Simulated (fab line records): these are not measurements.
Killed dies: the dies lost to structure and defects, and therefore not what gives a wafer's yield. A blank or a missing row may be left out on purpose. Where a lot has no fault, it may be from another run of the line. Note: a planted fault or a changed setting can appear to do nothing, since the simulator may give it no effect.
fab line records | flow n5_finfet
[record] lots = 11 wafers = 31 last_day = 18
route steps=1938 shown BEOL_M6@1240 PASSIVATION@1936
lots that met no fault: taken from a fault-free run of the same line
start_h: hours from the record's opening day to when the first of the lot's shown wafers began | wait_h: hours since the lot's step before | " repeats the value in the row above | L1.1+2: a row that stands for several wafers | - no value, or no start was given | * or withheld: withheld | < > ~ a bound
route shown NAME@n: NAME is a module with steps in the file, n the number in the route of the first one | usual: mean/standard deviation taken from wafers without a fault | same: alike in all rows | chamber/n: place in a boat | sites: the reading at each site | _std_site: how widely they spread, as a standard deviation | _edge_site: the outer-site mean with the inner-site mean subtracted | radius_mm: how far each site lies from the wafer's centre | mask NAME#n: copy n | behind: the tool/chamber that last shaped the wafer | hold: cause of the lot's hold/its duration in hours/its outcome | device: names the non-switching transistor (n, p or np) | end of line: at the end of the route, the tests of the same wafers | step lacking rows: just its recipe | killed: count of dies lost to structure and defects at first sort (not the wafer's yield) | map: shows each die of a wafer: x if killed, . if not, _ if none is there
set.NAME: setting as actually run; set.NAME@STEP: the setting as run at that earlier step | model.NAME: the simulator's own value behind a step, which no gauge read
steps of the route over a sample of lots; a table a step, a row a wafer
services: the hour from which a tool's chamber was out of use, counted from the record's first day as start_h (under 0 if before that day), plus the number of hours and why
[[steps]]
[step N5_BEOL_M6_ETCH_41]
[recipe] chemistry = CH3F/O2 target = SiCN target_depth_a = 297 taper_deg = 2 time_s = 52 ion_energy_ev = 120 mask_material = TiN pressure_mtorr = 30 source_w = 395 bias_w = 75 Ar_flow_sccm = 150 CH3F_flow_sccm = 30 O2_flow_sccm = 20
[usual] chamber_pressure_mTorr = 30.00/0.03 drypump_motor_current_A = 5.7/0.37 oes_product_au = 0.81/0.1 rf_vpp_V = 297.2/1.7 showerhead_plenum_p_Torr = 1.99/0.079 throttle_valve_pct = 16.19/0.22
// columns lot.wafer tool chamber start_h wait_h chamber_pressure_mTorr drypump_motor_current_A oes_product_au rf_hours_counter_h rf_vpp_V showerhead_plenum_p_Torr throttle_valve_pct
L332.3 rie_diel-02 2 - - 30.01 5.6 0.68 242 297.1 1.96 16.52
L332.5 " 2 " " 29.98 5.6 0.68 - 295.5 1.96 16.52
L332.6 " 0 " " 30.01 6.1 0.69 - 295.9 1.91 16.27
L334.1 rie_diel-02 3 - - 30.02 6.6 0.67 213 296.6 2.00 16.22
L334.4 " 2 " " 30.03 5.6 0.68 245 296.8 1.96 16.52
L334.6 " 2 " " 29.96 5.6 0.68 - 296.1 1.96 16.54
L333.2 rie_diel-05 1 - - 29.97 6.2 0.75 161 299.6 2.07 16.38
L333.5 " 1 " " 30.08 6.2 0.74 - 298.5 2.07 16.37
L333.6 " 2 " " 30.02 5.5 0.71 - 294.2 1.82 16.18
L337.1 rie_diel-05 1 - - 30.00 6.1 0.75 170 298.4 2.07 16.40
L337.4 " 2 " " 30.01 5.5 0.72 - 294.5 1.81 16.19
L337.6 " 1 " " 30.04 6.1 0.74 - 298.3 2.07 16.40
L339.2 rie_diel-04 0 - - 29.99 5.5 0.84 67 300.0 2.11 16.25
L339.4 " 2 " " 30.01 5.3 0.67 - 294.8 1.96 16.63
L339.6 " 0 " " 30.03 5.6 0.84 - 297.8 2.11 16.26
L340.2 rie_diel-04 3 - - 30.01 6.1 0.90 33 296.1 1.96 15.90
L340.3 " 0 " " 30.00 5.6 0.83 72 299.5 2.11 16.27
L340.6 " 0 " " 30.03 5.6 0.83 - 300.2 2.11 16.27
L342.1 rie_diel-05 2 - - 29.97 5.5 0.70 196 293.0 1.81 16.21
L342.2 " 0 " " 30.03 5.2 0.89 31 298.2 2.06 15.92
L342.5 " 2 " " 29.98 5.5 0.70 - 294.7 1.81 16.20
L344.2 rie_diel-02 3 - - 29.98 6.6 0.66 234 296.8 1.99 16.25
L344.4 " 0 " " 29.98 6.1 0.66 242 295.5 1.90 16.30
L344.6 " 2 " " 30.00 5.6 0.92 - 295.9 1.96 16.05
L348.2 rie_diel-04 1 - - 30.03 5.5 0.68 247 298.4 2.06 16.25
L348.4 " 3 " " 30.00 6.1 0.85 61 296.6 1.95 15.97
L350.2 rie_diel-04 0 - - 30.01 5.6 0.80 104 299.8 2.09 16.31
L350.6 " 3 " " 30.04 6.0 0.86 - 295.1 1.95 15.97
L355.2 rie_diel-04 2 - - 29.99 5.3 0.90 32 296.9 1.95 16.19
L355.4 " 2 " " 30.01 5.3 0.90 - 296.2 1.95 16.19
L355.5 " 1 " " 29.99 5.5 0.97 - 298.5 2.06 15.83
[step N5_BEOL_M6_STRIP_80]
[recipe] chemistry = N2/H2 time_s = 10 power_w = 450 temp_c = 40 pressure_mtorr = 20 rf_frequency_hz = 6e+07 bias_power_w = 7 n2_flow_sccm = 200 h2_flow_sccm = 200
[usual] chamber_pressure_mTorr = 20.000/0.019 drypump_motor_current_A = 5.7/0.37 oes_product_au = 0.81/0.1 rf_vpp_V = 59.1/0.81 showerhead_plenum_p_Torr = 2.54/0.11 throttle_valve_pct = 23.7/0.32
// columns lot.wafer tool chamber start_h wait_h chamber_pressure_mTorr drypump_motor_current_A oes_product_au rf_hours_counter_h rf_vpp_V showerhead_plenum_p_Torr throttle_valve_pct
L332.3 rie_diel-02 2 - - 20.036 5.6 0.69 242 58.8 2.52 24.0
L332.5 " 2 " " 20.016 5.6 0.69 - 58.0 2.52 24.0
L332.6 " 0 " " 19.986 6.1 0.68 - 58.2 2.42 23.5
L334.1 rie_diel-02 3 - - 19.995 6.6 0.68 213 57.9 2.52 23.8
L334.4 " 2 " " 20.020 5.6 0.69 245 58.2 2.52 24.0
L334.6 " 2 " " 20.027 5.6 0.69 - 57.6 2.51 24.0
L333.2 rie_diel-05 1 - - 20.008 6.1 0.76 161 59.3 2.63 23.6
L333.5 " 1 " " 19.974 6.1 0.76 - 59.5 2.63 23.6
L333.6 " 2 " " 20.010 5.4 0.73 - 58.1 2.32 23.5
L337.1 rie_diel-05 1 - - 19.991 6.2 0.74 170 59.0 2.63 23.6
L337.4 " 2 " " 19.990 5.4 0.73 - 58.8 2.32 23.5
L337.6 " 1 " " 19.972 6.2 0.75 - 59.1 2.63 23.6
L339.2 rie_diel-04 0 - - 19.992 5.6 0.85 67 58.9 2.71 23.8
L339.4 " 2 " " 19.986 5.3 0.66 - 60.1 2.52 24.3
L339.6 " 0 " " 19.993 5.6 0.85 - 59.4 2.71 23.8
L340.2 rie_diel-04 3 - - 20.020 6.1 0.90 33 58.6 2.46 23.2
L340.3 " 0 " " 20.018 5.6 0.84 72 58.4 2.71 23.8
L340.6 " 0 " " 19.994 5.6 0.85 - 59.7 2.70 23.8
L342.1 rie_diel-05 2 - - 19.977 5.4 0.73 196 59.5 2.31 23.5
L342.2 " 0 " " 20.011 5.1 0.90 31 58.4 2.60 23.1
L342.5 " 2 " " 19.956 5.4 0.72 - 58.7 2.31 23.5
L344.2 rie_diel-02 3 - - 20.004 6.6 0.67 234 59.5 2.51 23.8
L344.4 " 0 " " 19.973 6.2 0.66 242 59.1 2.41 23.5
L344.6 " 2 " " 19.989 5.6 0.93 - 60.5 2.51 23.6
L348.2 rie_diel-04 1 - - 20.008 5.5 0.67 247 58.7 2.61 23.5
L348.4 " 3 " " 19.972 6.1 0.87 61 58.7 2.45 23.2
L350.2 rie_diel-04 0 - - 19.981 5.6 0.81 104 59.1 2.69 23.9
L350.6 " 3 " " 20.011 6.0 0.86 - 59.3 2.45 23.2
L355.2 rie_diel-04 2 - - 19.991 5.3 0.89 32 59.5 2.50 24.0
L355.4 " 2 " " 20.006 5.3 0.88 - 58.8 2.50 24.0
L355.5 " 1 " " 19.976 5.4 0.95 - 59.3 2.61 23.3
[step N5_BEOL_M6_CVD_78]
[recipe] material = Co target_thk_a = 20 temp_c = withheld precursor = CCTBA/H2 pressure_torr = 30 time_s = 142.3
[usual] run_length_s = 165.4/0.56
// columns lot.wafer tool chamber start_h wait_h run_length_s
L332.3 cvd_co-02 1 180.02 0.1 164.9
L332.5 " 1 " " 165.3
L332.6 " 2 " " 165.2
L334.1 cvd_co-01 2 192.46 0.1 164.9
L334.4 " 0 " " 166.0
L334.6 " 1 " " 165.4
L333.2 cvd_co-01 1 194.87 0.0 165.5
L333.5 " 2 " " 164.3
L333.6 " 1 " " 165.3
L337.1 cvd_co-01 2 215.37 0.1 164.8
L337.4 " 2 " " 164.2
L337.6 " 0 " " 165.9
L339.2 cvd_co-02 1 219.24 0.0 165.2
L339.4 " 0 " " 165.6
L339.6 " 2 " " 165.0
L340.2 cvd_co-02 0 231.45 0.1 165.5
L340.3 " 2 " " 165.0
L340.6 " 2 " " 165.2
L342.1 cvd_co-01 2 240.48 0.1 164.7
L342.2 " 1 " " 165.6
L342.5 " 2 " " 164.2
L344.2 cvd_co-02 1 257.77 0.3 165.0
L344.4 " 0 " " 165.7
L344.6 " 1 " " 165.4
L348.2 cvd_co-02 2 300.76 0.0 63.8
L348.4 " 1 " " 165.2
L350.2 cvd_co-02 1 309.88 0.2 63.5
L350.6 " 2 " " 164.9
L355.2 cvd_co-01 0 330.94 0.0 166.7
L355.4 " 0 " " 166.0
L355.5 " 2 " " 164.6
[step N5_BEOL_M6_DEP_56]
[recipe] material = SiCN target_thk_a = 100 temp_c = withheld precursor = 3MS/NH3 pressure_torr = 3 rf_w = 202 time_s = 17.5
[usual] showerhead_plenum_p_Torr = 3.670/0.011 throttle_valve_pct = 9.2/0.54
// columns lot.wafer tool chamber start_h wait_h showerhead_plenum_p_Torr throttle_valve_pct
L332.3 pecvd-04 0 181.20 0.0 3.675 9.8
L332.5 " 2 " " 3.680 9.2
L332.6 " 0 " " 3.675 9.7
L334.1 pecvd-03 2 194.11 0.0 3.674 8.6
L334.4 " 1 " " 3.649 9.0
L334.6 " 0 " " 3.689 9.0
L333.2 pecvd-04 1 196.09 0.0 3.663 9.4
L333.5 " 0 " " 3.687 10.0
L333.6 " 2 " " 3.663 9.1
L337.1 pecvd-04 0 216.65 0.0 3.681 9.9
L337.4 " 2 " " 3.657 9.0
L337.6 " 1 " " 3.657 9.6
L339.2 pecvd-04 2 220.23 0.0 3.672 9.3
L339.4 " 2 " " 3.677 9.1
L339.6 " 0 " " 3.683 10.0
L340.2 pecvd-03 1 232.65 0.0 3.662 8.9
L340.3 " 0 " " 3.678 8.9
L340.6 " 1 " " 3.663 8.8
L342.1 pecvd-03 1 242.93 0.0 3.665 8.9
L342.2 " 0 " " 3.687 9.4
L342.5 " 2 " " 3.666 8.3
L344.2 pecvd-03 0 258.77 0.0 3.678 9.1
L344.4 " 1 " " 3.652 8.9
L344.6 " 0 " " 3.687 9.3
L348.2 pecvd-04 2 301.91 0.0 3.680 8.6
L348.4 " 2 " " 3.678 8.7
L350.2 pecvd-03 1 312.08 0.0 3.658 8.7
L350.6 " 0 " " 3.684 9.4
L355.2 pecvd-03 1 332.01 0.0 3.656 9.0
L355.4 " 0 " " 3.688 9.4
L355.5 " 2 " " 3.675 8.3
[step N5_PASSIVATION_PROBE_49]
[usual] defect_limited_yield = 91.2/1.6 killed_at_M0_to_M3 = 34/11 killed_at_M4_up = 13/5.2 killed_at_contacts = 13/6.3 killed_at_front_end = 40/14 killed_at_other = 3.2/2.4 killed_dies = 104/19 killed_open = 69/14 killed_short = 32/7.5 sort_bin_4_leakage = 0.00/0.04 sort_bin_5_function = 5.3/1.1 sort_bin_6_memory = 3.2/0.73 sort_bin_8_speed = 0.01/0.038 sort_n_pass = 1076/19 sort_yield_pct = 91.2/1.6
[same] gross_dies = 1180 killed_at_back_side = 0
// columns lot.wafer tool chamber start_h wait_h defect_limited_yield[%] killed_at_M0_to_M3 killed_at_M4_up killed_at_contacts killed_at_front_end killed_at_other killed_dies killed_open killed_short sort_bin_4_leakage[%] sort_bin_5_function[%] sort_bin_6_memory[%] sort_bin_8_speed[%] sort_n_pass sort_yield_pct[%]
L332.3 prober-02 - 262.79 0.1 92.5 17 19 24 29 0 89 61 25 0 5.8 1.6 0 1091 92.5
L332.5 prober-02 - 262.89 0.2 93.2 23 9 20 26 2 80 47 32 0 3.8 2.7 0 1100 93.2
L332.6 prober-02 - 262.94 0.3 94.9 21 5 10 17 7 60 32 25 0 3.1 2.0 0 1120 94.9
L334.1 prober-02 - 264.15 0.0 91.9 26 19 12 38 0 95 64 28 0 5.3 2.7 0.08 1084 91.9
L334.4 prober-02 - 264.30 0.2 90.9 20 12 22 50 3 107 81 26 0 6.3 2.7 0 1073 90.9
L334.6 prober-02 - 264.40 0.3 93.6 16 18 13 26 3 76 53 20 0 3.6 2.6 0 1104 93.6
L333.2 prober-02 - 277.20 0.1 90.6 10 7 19 72 3 111 77 31 0 5.4 3.6 0 1069 90.6
L333.5 prober-02 - 277.35 0.2 92.0 23 10 11 48 2 94 64 26 0.34 3.6 3.6 0 1082 91.7
L333.6 prober-02 - 277.40 0.3 90.5 24 16 12 59 1 112 74 37 0 6.2 3.1 0 1068 90.5
L337.1 prober-02 - 292.63 0.0 90.6 38 7 9 49 8 111 74 36 0 5.7 3.3 0 1069 90.6
L337.4 prober-02 - 292.78 0.2 91.3 30 9 6 56 2 103 75 28 0 5.4 2.8 0 1077 91.3
L337.6 prober-02 - 292.88 0.3 91.6 29 20 2 47 1 99 69 23 0 4.7 3.5 0 1081 91.6
L339.2 prober-02 - 303.68 0.1 93.2 32 6 14 25 3 80 54 26 0 4.2 2.5 0 1100 93.2
L339.4 prober-02 - 303.78 0.2 93.4 26 7 17 24 4 78 54 21 0 4.0 2.5 0 1102 93.4
L339.6 prober-02 - 303.88 0.3 90.5 23 13 26 44 6 112 76 35 0 6.1 3.1 0 1068 90.5
L340.2 prober-02 - 315.64 0.1 91.1 25 9 16 54 1 105 74 30 0 5.1 3.2 0 1075 91.1
L340.3 prober-02 - 315.69 0.1 92.0 37 14 6 32 5 94 66 28 0 4.8 2.8 0 1086 92.0
L340.6 prober-02 - 315.84 0.3 92.3 41 5 7 31 7 91 66 23 0 4.3 3.1 0 1089 92.3
L342.1 prober-02 - 328.90 0.0 89.5 30 12 18 60 4 124 82 40 0 6.3 4.1 0 1056 89.5
L342.2 prober-02 - 328.95 0.1 90.4 34 12 8 55 4 113 64 47 0 5.3 4.1 0.08 1066 90.3
L342.5 prober-02 - 329.10 0.2 90.2 37 11 15 48 5 116 76 39 0 5.8 3.6 0 1064 90.2
L344.2 prober-02 - 335.71 0.1 90.3 29 23 6 53 4 115 80 35 0 5.6 3.6 0 1065 90.3
L344.4 prober-02 - 335.81 0.2 90.5 33 15 22 37 5 112 76 35 0 6.5 2.4 0 1068 90.5
L344.6 prober-02 - 335.91 0.3 90.8 26 20 12 47 4 109 78 27 0 5.6 3.6 0 1071 90.8
L348.2 prober-01 - 385.02 0.1 89.9 38 16 15 49 1 119 80 38 0 5.3 4.7 0 1061 89.9
L350.2 prober-01 - 393.39 0.1 88.3 47 13 27 48 3 138 90 44 0 6.4 4.6 0 1042 88.3
L350.6 prober-01 - 393.59 0.3 94.2 20 10 17 21 1 69 50 18 0 3.1 2.5 0 1111 94.2
L355.2 prober-01 - 421.60 0.1 87.5 52 8 5 80 2 147 99 46 0 8.4 3.6 0 1033 87.5
L355.4 prober-01 - 421.70 0.2 90.8 49 13 13 32 1 108 70 37 0 5.6 3.2 0 1072 90.8
L355.5 prober-01 - 421.75 0.2 91.5 26 10 9 50 5 100 71 28 0 5.6 2.7 0 1080 91.5
// killed by level:class
L332.3 MOL_CONTACT_COAG:geometric_particle:open=17 FIN_SAQP:geometric_particle:short=8 BEOL_M3:geometric_particle:open=6 MOL_CONTACT_COAG:geometric_particle:short=6 FIN_SAQP:geometric_particle:open=5 DUMMY_GATE:geometric_particle:open=5 BEOL_M4:geometric_particle:open=5 ILD0:geometric_particle:open=4
L332.5 MOL_CONTACT_COAG:geometric_particle:open=18 FIN_SAQP:geometric_particle:short=7 DUMMY_GATE:geometric_particle:open=6 BEOL_M0_SAQP:geometric_particle:short=6 BEOL_M0_SAQP:geometric_particle:open=5 FIN_SAQP:geometric_particle:open=4 GATE_CUT:geometric_particle:short=3 BEOL_M3:geometric_particle:open=3
L332.6 BEOL_M0_SAQP:geometric_particle:short=7 MOL_CONTACT_COAG:geometric_particle:open=6 STI_FIN_REVEAL:geometric_particle:open=5 BEOL_M3:geometric_particle:open=5 STARTING-WAFER:geometric_particle:open=5 MOL_CONTACT_COAG:geometric_particle:short=4 PASS1_CAP:geometric_particle:short=4 BEOL_M0_SAQP:geometric_particle:open=3
L334.1 MOL_CONTACT_COAG:geometric_particle:open=11 FIN_SAQP:geometric_particle:short=9 FIN_SAQP:geometric_particle:open=7 DUMMY_GATE:geometric_particle:open=5 BEOL_M0_SAQP:geometric_particle:open=5 BEOL_M2:geometric_particle:open=5 BEOL_M4:geometric_particle:open=5 BEOL_M0:geometric_particle:open=4
L334.4 MOL_CONTACT_COAG:geometric_particle:open=18 FIN_SAQP:geometric_particle:open=12 BEOL_M2:geometric_particle:open=10 FIN_SAQP:geometric_particle:short=8 STI_FIN_REVEAL:geometric_particle:open=6 DUMMY_GATE:geometric_particle:open=5 STARTING-WAFER:geometric_particle:open=5 MOL_CONTACT_COAG:geometric_particle:short=4
L334.6 MOL_CONTACT_COAG:geometric_particle:open=11 BEOL_M4:geometric_particle:open=8 FIN_SAQP:geometric_particle:open=7 BEOL_M2:geometric_particle:open=7 STI_FIN_REVEAL:geometric_particle:open=6 BEOL_M5:geometric_particle:open=4 DUMMY_GATE:geometric_particle:short=3 BEOL_M0_SAQP:geometric_particle:short=3
L333.2 STI_FIN_REVEAL:geometric_particle:open=24 FIN_SAQP:geometric_particle:open=16 MOL_CONTACT_COAG:geometric_particle:open=16 GATE_CUT:geometric_particle:short=9 STI_FIN_REVEAL:geometric_particle:short=5 BEOL_M4:geometric_particle:open=5 FIN_SAQP:geometric_particle:short=3 MOL_CONTACT_COAG:geometric_particle:short=3
L333.5 STI_FIN_REVEAL:geometric_particle:open=17 MOL_CONTACT_COAG:geometric_particle:open=9 DUMMY_GATE:geometric_particle:open=7 GATE_CUT:geometric_particle:short=7 BEOL_M2:geometric_particle:open=6 BEOL_M0_SAQP:geometric_particle:open=6 FIN_SAQP:geometric_particle:open=4 FIN_SAQP:geometric_particle:short=3
L333.6 STI_FIN_REVEAL:geometric_particle:open=17 MOL_CONTACT_COAG:geometric_particle:open=11 FIN_SAQP:geometric_particle:short=10 BEOL_M4:geometric_particle:open=10 GATE_CUT:geometric_particle:short=8 BEOL_M0_SAQP:geometric_particle:open=8 FIN_SAQP:geometric_particle:open=6 BEOL_M0_SAQP:geometric_particle:short=6
L337.1 FIN_SAQP:geometric_particle:open=17 BEOL_M1:geometric_particle:open=9 BEOL_M3:geometric_particle:open=8 FIN_SAQP:geometric_particle:short=7 MOL_CONTACT_COAG:geometric_particle:open=6 STI_FIN_REVEAL:geometric_particle:open=5 BEOL_M0_SAQP:geometric_particle:short=5 BEOL_M0:geometric_particle:open=5
L337.4 FIN_SAQP:geometric_particle:open=13 FIN_SAQP:geometric_particle:short=10 STI_FIN_REVEAL:geometric_particle:open=9 BEOL_M1:geometric_particle:open=9 BEOL_M3:geometric_particle:open=7 BEOL_M0_SAQP:geometric_particle:open=7 MOL_CONTACT_COAG:geometric_particle:open=4 BEOL_M5:geometric_particle:open=4
L337.6 STI_FIN_REVEAL:geometric_particle:open=12 BEOL_M3:geometric_particle:open=10 FIN_SAQP:geometric_particle:open=9 FIN_SAQP:geometric_particle:short=7 STARTING-WAFER:geometric_particle:open=7 BEOL_M1:geometric_particle:open=6 BEOL_M2:geometric_particle:open=5 DUMMY_GATE:geometric_particle:open=3
L339.2 MOL_CONTACT_COAG:geometric_particle:open=12 STI_FIN_REVEAL:geometric_particle:open=9 BEOL_M0_SAQP:geometric_particle:open=9 BEOL_M0_SAQP:geometric_particle:short=8 BEOL_M3:geometric_particle:open=8 BEOL_M1:geometric_particle:open=3 STARTING-WAFER:geometric_particle:open=3 FIN_SAQP:geometric_particle:short=2
L339.4 MOL_CONTACT_COAG:geometric_particle:open=15 STI_FIN_REVEAL:geometric_particle:open=8 BEOL_M1:geometric_particle:open=6 BEOL_M2:geometric_particle:open=6 BEOL_M0_SAQP:geometric_particle:short=4 BEOL_M0_SAQP:geometric_particle:open=4 BEOL_M3:geometric_particle:open=4 ZERO_LAYER:coat_microbubble_printed=3
L339.6 STI_FIN_REVEAL:geometric_particle:open=19 MOL_CONTACT_COAG:geometric_particle:open=19 MOL_CONTACT_COAG:geometric_particle:short=7 STI_FIN_REVEAL:geometric_particle:short=6 BEOL_M0_SAQP:geometric_particle:short=5 SPACER0:geometric_particle:open=4 BEOL_M4:geometric_particle:open=4 BEOL_M3:geometric_particle:open=4
L340.2 MOL_CONTACT_COAG:geometric_particle:open=14 FIN_SAQP:geometric_particle:open=13 FIN_SAQP:geometric_particle:short=10 STI_FIN_REVEAL:geometric_particle:open=6 BEOL_M0:geometric_particle:open=6 ILD0:geometric_particle:short=5 GATE_CUT:geometric_particle:short=5 BEOL_M3:geometric_particle:open=5
L340.3 BEOL_M2:geometric_particle:open=12 BEOL_M4:geometric_particle:open=10 DUMMY_GATE:geometric_particle:open=5 GATE_CUT:geometric_particle:short=5 GATE_CUT:geometric_particle:open=5 MOL_CONTACT_COAG:geometric_particle:open=5 BEOL_M0_SAQP:geometric_particle:short=5 BEOL_M0:geometric_particle:open=5
L340.6 BEOL_M1:geometric_particle:open=14 FIN_SAQP:geometric_particle:open=10 BEOL_M0_SAQP:geometric_particle:open=7 BEOL_M2:geometric_particle:open=6 FIN_SAQP:geometric_particle:short=5 DUMMY_GATE:geometric_particle:open=4 MOL_CONTACT_COAG:geometric_particle:open=4 BEOL_M0:geometric_particle:open=4
L342.1 FIN_SAQP:geometric_particle:open=23 BEOL_M2:geometric_particle:open=16 MOL_CONTACT_COAG:geometric_particle:open=13 FIN_SAQP:geometric_particle:short=11 MOL_CONTACT_COAG:geometric_particle:short=5 STI_FIN_REVEAL:geometric_particle:open=4 BEOL_M4:geometric_particle:open=4 DUMMY_GATE:geometric_particle:open=3
L342.2 FIN_SAQP:geometric_particle:short=23 FIN_SAQP:geometric_particle:open=11 BEOL_M2:geometric_particle:open=10 MOL_CONTACT_COAG:geometric_particle:open=7 BEOL_M0_SAQP:geometric_particle:open=7 BEOL_M0_SAQP:geometric_particle:short=4 BEOL_M3:geometric_particle:short=4 BEOL_M5:geometric_particle:open=4
L342.5 MOL_CONTACT_COAG:geometric_particle:open=14 FIN_SAQP:geometric_particle:short=10 BEOL_M0_SAQP:geometric_particle:open=9 BEOL_M0_SAQP:geometric_particle:short=8 GATE_CUT:geometric_particle:short=7 FIN_SAQP:geometric_particle:open=6 BEOL_M2:geometric_particle:open=6 BEOL_M4:geometric_particle:open=6
L344.2 STI_FIN_REVEAL:geometric_particle:open=15 FIN_SAQP:geometric_particle:open=11 BEOL_M2:geometric_particle:open=7 BEOL_M4:geometric_particle:open=7 FIN_SAQP:geometric_particle:short=6 MOL_CONTACT_COAG:geometric_particle:open=6 BEOL_M0_SAQP:geometric_particle:short=6 BEOL_M0_SAQP:geometric_particle:open=6
L344.4 MOL_CONTACT_COAG:geometric_particle:open=18 BEOL_M0_SAQP:geometric_particle:open=15 BEOL_M4:geometric_particle:open=8 FIN_SAQP:geometric_particle:short=7 STI_FIN_REVEAL:geometric_particle:open=7 BEOL_M0_SAQP:geometric_particle:short=7 FIN_SAQP:geometric_particle:open=4 STI_FIN_REVEAL:geometric_particle:short=4
L344.6 STI_FIN_REVEAL:geometric_particle:open=12 BEOL_M4:geometric_particle:open=12 BEOL_M0_SAQP:geometric_particle:open=11 FIN_SAQP:geometric_particle:open=10 DUMMY_GATE:geometric_particle:open=9 MOL_CONTACT_COAG:geometric_particle:open=7 BEOL_M0_SAQP:geometric_particle:short=7 MOL_CONTACT_COAG:geometric_particle:short=5
L348.2 BEOL_M0_SAQP:geometric_particle:open=15 FIN_SAQP:geometric_particle:open=14 MOL_CONTACT_COAG:geometric_particle:open=10 GATE_CUT:geometric_particle:short=9 BEOL_M0_SAQP:geometric_particle:short=9 BEOL_M4:geometric_particle:open=9 DUMMY_GATE:geometric_particle:open=8 FIN_SAQP:geometric_particle:short=5
L350.2 MOL_CONTACT_COAG:geometric_particle:open=20 FIN_SAQP:geometric_particle:short=13 BEOL_M3:geometric_particle:open=11 FIN_SAQP:geometric_particle:open=8 STI_FIN_REVEAL:geometric_particle:open=7 MOL_CONTACT_COAG:geometric_particle:short=7 BEOL_M0_SAQP:geometric_particle:short=7 BEOL_M0_SAQP:geometric_particle:open=6
L350.6 MOL_CONTACT_COAG:geometric_particle:open=13 BEOL_M1:geometric_particle:open=8 STI_FIN_REVEAL:geometric_particle:open=4 MOL_CONTACT_COAG:geometric_particle:short=4 BEOL_M0_SAQP:geometric_particle:open=4 FIN_SAQP:geometric_particle:open=3 GATE_CUT:geometric_particle:short=3 BEOL_M4:geometric_particle:open=3
L355.2 FIN_SAQP:geometric_particle:open=36 BEOL_M0_SAQP:geometric_particle:short=17 BEOL_M0_SAQP:geometric_particle:open=16 STI_FIN_REVEAL:geometric_particle:open=14 FIN_SAQP:geometric_particle:short=13 BEOL_M1:geometric_particle:open=13 GATE_CUT:geometric_particle:short=4 MOL_CONTACT_COAG:geometric_particle:open=4
L355.4 BEOL_M0_SAQP:geometric_particle:open=13 BEOL_M0_SAQP:geometric_particle:short=12 FIN_SAQP:geometric_particle:open=10 MOL_CONTACT_COAG:geometric_particle:open=10 BEOL_M1:geometric_particle:open=7 BEOL_M4:geometric_particle:open=6 FIN_SAQP:geometric_particle:short=5 BEOL_M0:geometric_particle:open=5
L355.5 FIN_SAQP:geometric_particle:short=13 FIN_SAQP:geometric_particle:open=12 STI_FIN_REVEAL:geometric_particle:open=10 BEOL_M0_SAQP:geometric_particle:open=8 MOL_CONTACT_COAG:geometric_particle:open=8 BEOL_M4:geometric_particle:open=5 BEOL_M0_SAQP:geometric_particle:short=4 BEOL_M0:geometric_particle:open=4
[[services]]
// columns tool chamber start_h hours kind
pecvd-03 - 161.84 1.6 repair
rie_diel-05 - 164.14 0.3 repair
rie_diel-05 - 171.64 2.2 repair
rie_diel-02 3 173.21 5.4 repair
rie_diel-04 1 175.48 62.1 repair
rie_diel-05 3 201.47 13.7 repair
rie_diel-05 2 219.41 2.6 repair
cvd_co-01 - 225.40 8.7 repair
rie_diel-02 3 230.91 5.1 repair
rie_diel-04 2 237.62 - clean
rie_diel-04 2 237.62 - consumable_replace:focus_ring
rie_diel-04 2 237.62 14.2 scheduled_down
rie_diel-04 2 237.62 14.2 vent_cycle
cvd_co-01 1 243.35 14.7 repair
cvd_co-01 2 245.00 16.6 repair
cvd_co-02 - 261.34 3.8 pm
cvd_co-01 - 276.75 1.3 repair
pecvd-03 0 283.70 23.4 repair
pecvd-04 - 285.18 6.0 pm
rie_diel-05 - 291.28 14.6 pm
rie_diel-04 1 306.00 - clean
rie_diel-04 1 306.00 - consumable_replace:focus_ring
rie_diel-04 3 317.19 18.4 repair
rie_diel-02 2 328.01 2.4 repair
[[key]]
[first_sign] step = N5_BEOL_M6_CVD_78 reading = run_length_s direction = down sigmas = 99+ usual = * struck = *
effect none on later readings
met_at N5_BEOL_M6_CVD_78
struck_lots L348,L350
struck_wafers L348.2,L350.2
not_acting_at N5_BEOL_M6_ETCH_41,N5_BEOL_M6_STRIP_80,N5_BEOL_M6_DEP_56
onset_between 257.77 300.76
[fault] kind = process_parameter_drift tool = cvd_co-02 chamber = - onset_h = 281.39 steps = N5_BEOL_M6_CVD_78 channel = time_s offset = * shape = step end_h = 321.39 scope = struck_wafers_only acts_in = * stated = *
